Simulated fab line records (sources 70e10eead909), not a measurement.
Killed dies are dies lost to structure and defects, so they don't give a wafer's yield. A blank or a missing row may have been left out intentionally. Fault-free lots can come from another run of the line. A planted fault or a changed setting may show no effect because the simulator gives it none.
fab line records	flow nand-harc
record: lots: 11	wafers: 33	last-day: 33
route steps=1302 shown P_STI@89 P_GATE@131 END@1302
lots untouched by any fault: they come from a run of this same line in which no faults occurred
start-h: hours from the record's first day to the start of the lot's first wafer shown	wait-h: hours from the lot's prior step to this one	" unchanged from the row above	L1.1+2: a row that stands for several wafers	- no value present, or no start provided	* or withheld: withheld	< > ~ a bound
route shown NAME@n: names a module that has steps shown in the file, with the first one's number in the route	usual: mean/standard deviation of fault-free wafers	same: alike in all rows	chamber/n: place in a boat	sites: readings site by site	_std_site: the values' standard deviation	_edge_site: inner sites' mean taken away from outer sites' mean	radius-mm: how far each site lies from the wafer's centre	mask NAME#n: copy n	behind: tool/chamber where the wafer was last shaped	hold: what put the lot on hold/how long, in hours/how the hold closed	device: names the non-switching transistor (n, p or np)	end of line: at the end of the route, the tests of the same wafers	a step given without rows: its recipe and nothing more	killed: count of dies lost to structure and defects at first sort (not the wafer's yield)	map: dies across one wafer; x = killed, . = not, _ = none there
set.NAME: the setting that was run; set.NAME@STEP: the one run at that earlier step	model.NAME: the simulator's own value behind a step, which no gauge read
the route's steps for a sample of lots (tables are steps, rows are wafers)
services: from which hour (start-h, from the record's first day; less than 0 if before it) a tool's chamber was out of use, for how many hours, and why
== steps ==
step: NHARC_P_STI_ETCH_31
recipe: target-depth-a: 1089	time-s: 54.5	cf4-flow-sccm: 100	chf3-flow-sccm: 30	ar-flow-sccm: 0	rf-w: 500	bias-w: 200	chemistry: CF4/CHF3
usual: drypump-motor-current-A: 6.1/0.45	oes-product-au: 0.958/0.02	rf-vpp-V: 370.9/2.4	showerhead-plenum-p-Torr: 1.58/0.071	throttle-valve-pct: 16.802/0.0092
lot.wafer	tool	chamber	start-h	wait-h	drypump-motor-current-A	oes-product-au	rf-hours-counter-h	rf-vpp-V	showerhead-plenum-p-Torr	throttle-valve-pct
L561.2	rie-diel-07	1	-	-	6.2	0.973	8	367.4	1.48	16.798
L561.6	"	3	"	"	6.6	0.968	-	371.4	1.58	16.817
L561.5	"	1	"	"	6.2	0.980	-	368.0	1.48	16.810
L562.1	rie-diel-12	1	-	-	6.5	0.934	5	373.2	1.65	16.798
L562.4	"	3	"	"	6.4	0.960	5	373.0	1.69	16.796
L562.5	"	1	"	"	6.6	0.935	-	373.1	1.64	16.789
L565.4	rie-diel-07	0	-	-	5.7	0.957	11	369.1	1.55	16.828
L565.5	"	2	"	"	6.0	0.974	-	369.8	1.58	16.789
L565.6	"	3	"	"	6.6	0.966	-	371.2	1.58	16.819
L567.4	rie-diel-07	1	-	-	6.1	0.970	12	366.8	1.47	16.812
L567.3	"	2	"	"	6.0	0.949	11	372.3	1.59	16.803
L567.5	"	2	"	"	6.0	0.947	-	369.8	1.59	16.809
L568.2	rie-diel-12	3	-	-	6.4	0.977	0	373.8	1.69	16.811
L568.3	"	2	"	"	5.2	0.959	1	373.5	1.68	16.803
L568.5	"	3	"	"	6.4	0.964	-	373.9	1.69	16.805
L572.3	rie-diel-12	1	-	-	6.6	0.939	3	373.6	1.64	16.802
L572.2	"	3	"	"	6.4	0.941	3	374.1	1.69	16.793
L572.5	"	1	"	"	6.6	0.938	-	373.0	1.64	16.805
L575.3	rie-diel-02	3	-	-	6.0	0.980	8	368.8	1.51	16.807
L575.1	"	0	"	"	6.6	0.967	8	368.9	1.56	16.801
L575.2	"	2	"	"	6.3	0.981	9	370.4	1.60	16.800
L580.4	rie-diel-12	2	-	-	5.1	0.957	6	373.4	1.68	16.801
L580.3	"	0	"	"	6.4	0.983	7	366.5	1.47	16.810
L580.1	"	1	"	"	6.6	0.978	7	373.9	1.64	16.796
L581.4	rie-diel-02	2	-	-	6.3	0.976	1	372.8	1.60	16.795
L581.2	"	3	"	"	6.1	0.976	2	369.5	1.51	16.809
L581.6	"	3	"	"	6.1	0.973	-	368.2	1.51	16.787
L583.1	rie-diel-02	2	-	-	6.3	0.974	2	372.2	1.60	16.804
L583.4	"	0	"	"	6.6	0.951	3	371.0	1.56	16.800
L583.5	"	1	"	"	5.7	0.948	-	370.2	1.55	16.801
L584.2	rie-diel-02	3	-	-	6.1	0.984	4	369.2	1.51	16.812
L584.3	"	0	"	"	6.6	0.980	4	372.3	1.56	16.799
L584.1	"	2	"	"	6.3	0.960	4	372.4	1.60	16.801
step: NHARC_P_GATE_HM_DEP_102
recipe: target-thk-a: 1200	temp-c: 400	material: aC
usual: throttle-valve-pct: 34.999/0.0093
lot.wafer	tool	chamber	start-h	wait-h	throttle-valve-pct
L561.2	acl-dep-03	0	96.47	2.8	35.010
L561.5	"	0	"	"	35.013
L561.6	"	0	"	"	34.982
L562.1	acl-dep-03	0	106.82	1.5	34.986
L562.4	"	0	"	"	34.990
L562.5	"	0	"	"	35.005
L565.4	acl-dep-03	0	131.72	0.7	34.981
L565.5	"	0	"	"	34.980
L565.6	"	0	"	"	35.007
L567.3	acl-dep-01	0	148.89	1.9	34.998
L567.4	"	0	"	"	35.000
L567.5	"	0	"	"	35.010
L568.2	acl-dep-03	0	163.43	0.5	34.979
L568.3	"	0	"	"	35.007
L568.5	"	0	"	"	35.001
L572.2	acl-dep-01	0	209.88	5.6	34.981
L572.3	"	0	"	"	34.994
L572.5	"	0	"	"	34.993
L575.1	acl-dep-01	0	247.05	0.4	35.000
L575.2	"	0	"	"	34.986
L575.3	"	0	"	"	35.004
L580.1	acl-dep-03	0	285.46	2.3	35.010
L580.3	"	0	"	"	35.001
L580.4	"	0	"	"	35.004
L581.2	acl-dep-01	0	299.75	0.7	34.991
L581.4	"	0	"	"	34.996
L581.6	"	0	"	"	35.004
L583.1	acl-dep-01	0	311.30	0.4	35.011
L583.4	"	0	"	"	34.996
L583.5	"	0	"	"	34.991
L584.1	acl-dep-01	0	323.23	0.4	35.000
L584.2	"	0	"	"	35.010
L584.3	"	0	"	"	34.993
step: NHARC_P_GATE_EXPOSE_23
recipe: na: 1.35	target-cd-nm: 120	dose-mj: 93.91	mask-id: P_GATE
usual: focus-offset-nm: 0.0/0.44
lot.wafer	tool	chamber	start-h	wait-h	mask	focus-offset-nm
L561.2	arfi-scanner-03	0	97.56	-	P_GATE#0	-0.5
L561.5	"	0	"	"	P_GATE#0	0.0
L561.6	"	0	"	"	P_GATE#0	-0.2
L562.1	arfi-scanner-03	0	107.90	-	P_GATE#0	-0.3
L562.4	"	0	"	"	P_GATE#0	0.2
L562.5	"	0	"	"	P_GATE#0	0.3
L565.4	arfi-scanner-01	0	132.49	-	P_GATE#0	-0.7
L565.5	"	0	"	"	P_GATE#0	-0.4
L565.6	"	0	"	"	P_GATE#0	-0.7
L567.3	arfi-scanner-01	0	149.84	-	P_GATE#0	0.1
L567.4	"	0	"	"	P_GATE#0	0.5
L567.5	"	0	"	"	P_GATE#0	0.5
L568.2	arfi-scanner-01	0	164.50	-	P_GATE#0	-0.3
L568.3	"	0	"	"	P_GATE#0	-0.3
L568.5	"	0	"	"	P_GATE#0	-0.2
L572.2	arfi-scanner-03	0	210.86	-	P_GATE_R1#0	0.3
L572.3	"	0	"	"	P_GATE_R1#0	-0.6
L572.5	"	0	"	"	P_GATE_R1#0	0.2
L575.1	arfi-scanner-01	0	248.36	-	P_GATE#0	0.0
L575.2	"	0	"	"	P_GATE#0	-0.7
L575.3	"	0	"	"	P_GATE#0	-0.2
L580.1	arfi-scanner-01	0	286.54	-	P_GATE#0	-0.3
L580.3	"	0	"	"	P_GATE#0	-0.3
L580.4	"	0	"	"	P_GATE#0	-0.2
L581.2	arfi-scanner-03	0	300.94	-	P_GATE#0	-0.3
L581.4	"	0	"	"	P_GATE#0	0.0
L581.6	"	0	"	"	P_GATE#0	-0.4
L583.1	arfi-scanner-01	0	312.58	-	P_GATE#0	-1.0
L583.4	"	0	"	"	P_GATE#0	0.2
L583.5	"	0	"	"	P_GATE#0	-0.5
L584.1	arfi-scanner-03	0	324.43	-	P_GATE#0	0.2
L584.2	"	0	"	"	P_GATE#0	0.5
L584.3	"	0	"	"	P_GATE#0	1.1
step: NHARC_P_GATE_CD_MEAS_26
recipe: target-cd-nm: 120	landing-energy-ev: 500
usual: cd-nm: 120.1/0.56
lot.wafer	tool	chamber	start-h	wait-h	cd-nm
L561.2	cd-sem-01	0	97.69	-	119.7
L561.5	"	0	"	"	120.0
L561.6	"	0	"	"	120.0
L562.1	cd-sem-03	0	108.04	-	120.4
L562.4	"	0	"	"	119.7
L562.5	"	0	"	"	120.4
L565.4	cd-sem-01	0	132.62	-	121.1
L565.5	"	0	"	"	119.8
L565.6	"	0	"	"	120.3
L567.3	cd-sem-03	0	149.98	-	120.3
L567.4	"	0	"	"	119.1
L567.5	"	0	"	"	119.9
L568.2	cd-sem-02	0	164.63	-	119.4
L568.3	"	0	"	"	118.8
L568.5	"	0	"	"	119.9
L572.2	cd-sem-03	0	210.99	-	108.8
L572.3	"	0	"	"	108.7
L572.5	"	0	"	"	108.7
L575.1	cd-sem-03	0	248.50	-	119.7
L575.2	"	0	"	"	120.4
L575.3	"	0	"	"	119.2
L580.1	cd-sem-03	0	286.67	-	120.6
L580.3	"	0	"	"	119.4
L580.4	"	0	"	"	120.6
L581.2	cd-sem-01	0	301.08	-	119.8
L581.4	"	0	"	"	120.6
L581.6	"	0	"	"	119.7
L583.1	cd-sem-01	0	312.72	-	120.0
L583.4	"	0	"	"	120.5
L583.5	"	0	"	"	120.3
L584.1	cd-sem-03	0	324.57	-	121.0
L584.2	"	0	"	"	119.9
L584.3	"	0	"	"	118.8
step: NHARC_P_GATE_ETCH_104
recipe: target-depth-a: 600	time-s: withheld	cf4-flow-sccm: 100	chf3-flow-sccm: 30	ar-flow-sccm: 0	rf-w: 500	bias-w: 200	chemistry: CF4/CHF3
usual: drypump-motor-current-A: 5.7/0.54	oes-product-au: 0.954/0.021	rf-vpp-V: 371.4/2.3	showerhead-plenum-p-Torr: 1.60/0.065	throttle-valve-pct: 16.803/0.0088
lot.wafer	tool	chamber	start-h	wait-h	drypump-motor-current-A	oes-product-au	rf-vpp-V	showerhead-plenum-p-Torr	throttle-valve-pct
L561.2	rie-diel-03	3	97.97	0.1	4.8	0.981	373.3	1.66	16.793
L561.6	"	2	"	"	4.9	0.932	374.3	1.66	16.808
L561.5	"	3	"	"	4.8	0.988	375.1	1.66	16.792
L562.1	rie-diel-06	0	108.31	0.1	5.3	0.931	372.0	1.55	16.800
L562.4	"	2	"	"	6.1	0.921	368.5	1.49	16.816
L562.5	"	1	"	"	6.3	0.921	371.9	1.62	16.782
L565.4	rie-diel-03	0	132.90	0.1	4.9	0.959	373.4	1.68	16.800
L565.5	"	1	"	"	6.3	0.972	369.3	1.57	16.796
L565.6	"	2	"	"	4.9	0.966	373.3	1.66	16.801
L567.3	rie-diel-10	1	150.24	0.1	5.8	0.976	367.7	1.50	16.802
L567.4	"	0	"	"	6.4	0.948	373.6	1.64	16.819
L567.5	"	1	"	"	5.9	0.980	370.7	1.50	16.797
L568.3	rie-diel-10	1	164.91	0.1	5.9	0.975	368.6	1.50	16.805
L568.2	"	2	"	"	5.8	0.981	371.1	1.61	16.815
L568.5	"	0	"	"	6.4	0.950	371.7	1.64	16.820
L572.2	rie-diel-06	1	211.26	0.1	6.2	0.948	371.8	1.62	16.812
L572.3	"	0	"	"	5.3	0.979	370.8	1.55	16.806
L572.5	"	2	"	"	6.1	0.955	367.5	1.49	16.802
L575.2	rie-diel-03	2	248.77	0.1	4.8	0.969	374.1	1.66	16.797
L575.3	"	0	"	"	5.0	0.948	374.3	1.68	16.815
L575.1	"	1	"	"	6.3	0.964	369.4	1.57	16.796
L580.4	rie-diel-06	0	286.99	0.1	5.3	0.923	368.9	1.54	16.807
L580.3	"	2	"	"	6.1	0.941	368.5	1.49	16.819
L580.1	"	3	"	"	5.9	0.928	367.1	1.52	16.805
L581.2	rie-diel-10	0	301.35	0.1	6.3	0.926	373.6	1.64	16.814
L581.4	"	1	"	"	5.9	0.937	367.8	1.50	16.795
L581.6	"	3	"	"	5.5	0.913	373.8	1.66	16.813
L583.4	rie-diel-10	1	313.00	0.1	5.9	0.987	367.4	1.50	16.816
L583.1	"	3	"	"	5.5	0.967	374.7	1.66	16.805
L583.5	"	0	"	"	6.4	0.978	373.1	1.63	16.790
L584.1	rie-diel-06	3	324.85	0.1	5.9	0.971	368.5	1.52	16.801
L584.2	"	0	"	"	5.3	0.976	369.7	1.54	16.812
L584.3	"	1	"	"	6.2	0.958	370.3	1.62	16.795
step: NHARC_END_SORT_01
recipe: temp-c: 25
usual: killed-at-array: 57/18	killed-at-other: 0.9/1.3	killed-at-periphery: 3.5/2.2	killed-dies: 62/18	killed-open: 3.0/1.7	killed-short: 2.3/1.5
same: gross-dies: 677
lot.wafer	tool	chamber	start-h	wait-h	killed-at-array	killed-at-other	killed-at-periphery	killed-dies	killed-open	killed-short
L572.2	prober-02	0	678.64	2.8	79	0	2	81	3	2
L572.3	prober-02	0	679.45	3.1	91	1	9	101	2	1
L572.5	prober-02	0	681.06	3.7	93	0	4	97	3	1
killed by level:class
L572.2 A_CHANNEL_HOLE_D1:chamber-film-flake=24 A_CHANNEL_HOLE_D2:chamber-film-flake=22 A_SLIT:chamber-film-flake=17 A_STAIRCASE:chamber-film-flake=3 A_DECK1_JOINT:chamber-film-flake=2 A_CHANNEL_FILL_D2:chamber-film-flake=2 A_M0:chamber-film-flake=2 P_GATE:area-expose=2
L572.3 A_SLIT:chamber-film-flake=34 A_CHANNEL_HOLE_D1:chamber-film-flake=32 A_CHANNEL_HOLE_D2:chamber-film-flake=15 P_GATE:area-expose=6 A_CHANNEL_FILL_D1:chamber-film-flake=3 A_STAIRCASE:chamber-film-flake=3 P_CONTACT:geometric-particle:open=2 A_CONTACT:chamber-film-flake=2
L572.5 A_CHANNEL_HOLE_D1:chamber-film-flake=26 A_SLIT:chamber-film-flake=26 A_CHANNEL_HOLE_D2:chamber-film-flake=20 A_WL_FILL:chamber-film-flake=4 A_CHANNEL_FILL_D2:chamber-film-flake=3 A_STAIRCASE:chamber-film-flake=3 A_CONTACT:chamber-film-flake=3 A_M0:chamber-film-flake=2
== services ==
tool	chamber	start-h	hours	kind
arfi-scanner-03	-	24.00	4.0	pm
rie-diel-02	-	39.70	9.0	pm
arfi-scanner-01	-	54.57	0.6	repair
arfi-scanner-03	-	58.14	1.2	repair
rie-diel-10	-	65.59	9.0	pm
arfi-scanner-03	-	77.40	1.1	repair
arfi-scanner-01	-	80.00	4.0	pm
rie-diel-12	3	80.96	8.8	repair
rie-diel-12	-	91.44	9.0	pm
arfi-scanner-01	-	101.19	1.9	repair
acl-dep-03	-	117.45	13.0	pm
rie-diel-02	1	123.17	6.3	repair
rie-diel-06	-	130.30	9.0	pm
rie-diel-06	3	150.47	8.0	repair
rie-diel-12	2	157.21	14.8	repair
rie-diel-10	3	165.15	3.4	repair
rie-diel-10	2	168.18	3.9	repair
acl-dep-01	-	189.77	13.0	pm
arfi-scanner-03	-	196.00	4.0	pm
arfi-scanner-01	-	206.48	0.3	repair
arfi-scanner-01	-	230.54	1.7	repair
arfi-scanner-01	-	252.00	4.0	pm
arfi-scanner-01	-	272.05	0.4	repair
acl-dep-03	-	298.84	13.0	pm
== key ==
first-sign: step: NHARC_P_GATE_EXPOSE_23	reading: mask	direction: changed
effect: step: NHARC_P_GATE_CD_MEAS_26	reading: cd-nm	direction: down	sigmas: 20	usual: 120.1	struck: 108.8
met-at NHARC_P_GATE_EXPOSE_23
struck-lots L572
tester-left-out L572
not-acting-at NHARC_P_STI_ETCH_31,NHARC_P_GATE_HM_DEP_102,NHARC_P_GATE_ETCH_104
onset-between 107.90 210.86
fault: kind: wrong-mask	tool: any	chamber: -	onset-h: 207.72	steps: NHARC_P_GATE_EXPOSE_23	aux-copy: P_GATE_R1#0	cd-offset-nm: -11.653	scope: struck-lots-only
tester-left-out: of these lots the tester's yield and bins aren't shown, on N5 and GAA mostly nor the transistor test; their killed dies are dies lost to structure and defects alone, not to doping, threshold or leakage, so they don't give the yield
